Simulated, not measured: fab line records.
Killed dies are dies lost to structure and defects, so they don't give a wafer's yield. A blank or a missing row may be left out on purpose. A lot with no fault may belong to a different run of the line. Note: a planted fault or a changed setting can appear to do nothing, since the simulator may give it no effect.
2 desks, one fault | flow nandHarc | each desk holds nothing but its own numbers, with what lay behind them at the end

## THE METROLOGY DESK
What the gauges read, lot by lot, whatever tool the lot ran on: means of the sampled wafers that have a number. Marked OUT: a lot whose mean sits more than 4 standard deviations from the usual mean, which makes it out of limits; the brackets give that distance.
Columns: A = cdNm at NHARC_A_M1_CD_MEAS_09, usual 120.2 nm; B = overlayXNm at NHARC_A_M1_OVL_MEAS_10, usual 0.3 nm; C = overlayYNm at NHARC_A_M1_OVL_MEAS_10, usual -0.2 nm
lot  | first seen here | A     | B    | C
L826 | day 25 04:03    | 119.8 | 1.2  | -0.7
L827 | day 26 06:22    | 119.8 | 0.1  | -0.4
L833 | day 28 10:30    | 120.0 | -0.8 | -0.8
L836 | day 29 18:10    | 120.3 | 0.8  | -1.7
L838 | day 30 13:42    | 120.5 | 0.5  | -1.3
Finding of this desk: none of the 5 lots has anything out of limits.

## THE DEFECT DESK
Counts from the inspections along the route, per lot, as means over the sampled wafers that have a number. Marked OUT: a lot whose mean sits more than 4 standard deviations from the usual mean, which makes it out of limits; the brackets give that distance.
Columns: A = rawDefectCount at NHARC_A_M0_INSPECT_27, usual 534; B = rawDefectCount at NHARC_A_M1_INSPECT_11, usual 91
lot  | first seen here | A   | B
L826 | day 25 02:46    | 594 | 61
L827 | day 26 04:58    | 856 | 130
L833 | day 28 09:14    | 432 | 73
L836 | day 29 16:47    | 527 | 116
L838 | day 30 12:26    | 380 | 87
Finding of this desk: none of the 5 lots has anything out of limits.

## PUT TOGETHER
The metrology desk saw nothing out of limits.
The defect desk saw nothing out of limits.

## WHAT THE SIMULATOR HAD INSERTED
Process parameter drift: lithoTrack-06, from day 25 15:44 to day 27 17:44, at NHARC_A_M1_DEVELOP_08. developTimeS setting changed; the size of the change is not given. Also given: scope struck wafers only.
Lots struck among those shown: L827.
